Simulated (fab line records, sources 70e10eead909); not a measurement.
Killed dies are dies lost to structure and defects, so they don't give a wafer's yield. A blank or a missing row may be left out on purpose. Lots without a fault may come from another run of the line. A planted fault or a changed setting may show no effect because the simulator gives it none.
Chamber matching | flow nand_harc | NHARC_A_BLC_ETCH_16 on rie_diel-07: 4 sister chambers
The step etches the open film in CF4, target depth 39 nm, time 65 s. 8 wafers are shown with their chamber, then 12 later ones without.

WAFERS WITH THEIR CHAMBER
wafer  | chamber | drypump_motor_current_A (A) | oes_product_au (a.u.)
L079.1 | 3       | 6.2                         | 0.991
L082.1 | 3       | 6.1                         | 0.989
L082.3 | 0       | 6.2                         | 0.995
L084.1 | 0       | 6.1                         | 0.985
L084.4 | 1       | 6.4                         | 1.000
L088.3 | 1       | 6.4                         | 1.000
L088.4 | 2       | 5.7                         | 1.000
L088.6 | 2       | 5.7                         | 1.003

WAFERS WITHOUT THEIR CHAMBER
wafer  | drypump_motor_current_A (A) | oes_product_au (a.u.)
L091.1 | 6.1                         | 0.992
L091.2 | 5.7                         | 0.997
L091.6 | 6.1                         | 0.965
L095.1 | 6.2                         | 0.999
L095.3 | 6.1                         | 0.974
L095.5 | 6.1                         | 0.976
L096.1 | 6.4                         | 1.005
L096.2 | 6.1                         | 0.975
L096.4 | 5.7                         | 0.992
L094.1 | 5.7                         | 1.002
L094.4 | 6.4                         | 1.006
L094.6 | 6.1                         | 0.981

WHICH CHAMBER EACH WENT THROUGH
wafer  | from the rows above          | in truth
L091.1 | can't be placed: 0 or 3      | 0
L091.2 | 2                            | 2
L091.6 | can't be placed: 0 or 3      | 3
L095.1 | can't be placed: 0 or 3 or 1 | 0
L095.3 | can't be placed: 0 or 3      | 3
L095.5 | can't be placed: 0 or 3      | 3
L096.1 | 1                            | 1
L096.2 | can't be placed: 0 or 3      | 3
L096.4 | 2                            | 2
L094.1 | 2                            | 2
L094.4 | 1                            | 1
L094.6 | can't be placed: 0 or 3      | 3
Placed correctly: 5 of 12. Can't be placed from these rows: 7 (the true chamber is among the candidates in 7). Placed wrongly: 0.
How it was worked out, from the rows above alone: a wafer's distance from a chamber is the root of the sum, over the readings, of the square of ((its reading less the chamber's mean) divided by the reading's scatter). The wafer belongs to the nearest chamber; if the next one is less than 2 further off, it can't be placed. A chamber's mean is the mean of its shown wafers. The scatter: the root of (the sum of the squares of (reading less its chamber's mean) over the shown wafers, divided by (wafers less chambers)).
